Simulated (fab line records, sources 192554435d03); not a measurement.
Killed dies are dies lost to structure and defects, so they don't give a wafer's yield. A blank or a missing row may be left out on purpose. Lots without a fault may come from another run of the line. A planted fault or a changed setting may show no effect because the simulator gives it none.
Chamber matching -- flow n5Finfet -- N5_MOL_CONTACT_COAG_DESCUM_45 on rieDiel-05 has 4 sister chambers
The step chemistry O2, time 7 s. 7 wafers are shown with their chamber, then 8 later ones without.

WAFERS, EACH WITH ITS CHAMBER
wafer,chamber,throttleValvePct (%),showerheadPlenumPTorr (Torr)
L075.5,1,20.26,2.05
L085.6,0,20.21,2.01
L086.3,0,20.19,2.01
L087.1,2,20.65,2.09
L087.5,3,19.96,2.05
L087.6,2,20.62,2.09
L092.1,3,19.98,2.04

WAFERS WITH NO CHAMBER GIVEN
wafer,throttleValvePct (%),showerheadPlenumPTorr (Torr)
L092.2,20.29,2.05
L092.3,20.67,2.09
L093.3,19.97,2.04
L093.4,20.67,2.09
L093.6,20.23,2.00
L094.1,20.68,2.09
L094.5,20.30,2.04
L094.6,20.67,2.09

WHICH CHAMBER EACH ONE RAN IN
wafer,from the rows above,in truth
L092.2,1,1
L092.3,2,2
L093.3,3,3
L093.4,2,2
L093.6,0,0
L094.1,2,2
L094.5,1,1
L094.6,2,2
Placed correctly: 8 of 8. From these rows, 0 cannot be placed. Number placed wrongly: 0.
How it was worked out, from the rows above alone: a wafer's distance from a chamber is the root of the sum, over the readings, of the square of ((its reading less the chamber's mean) divided by the reading's scatter). If the next closest chamber is less than 2 further off than the closest, the wafer can't be placed; otherwise it belongs to the closest. Each chamber's mean is taken over the wafers shown for it. The scatter: the root of (the sum of the squares of (reading less its chamber's mean) over the shown wafers, divided by (wafers less chambers)).
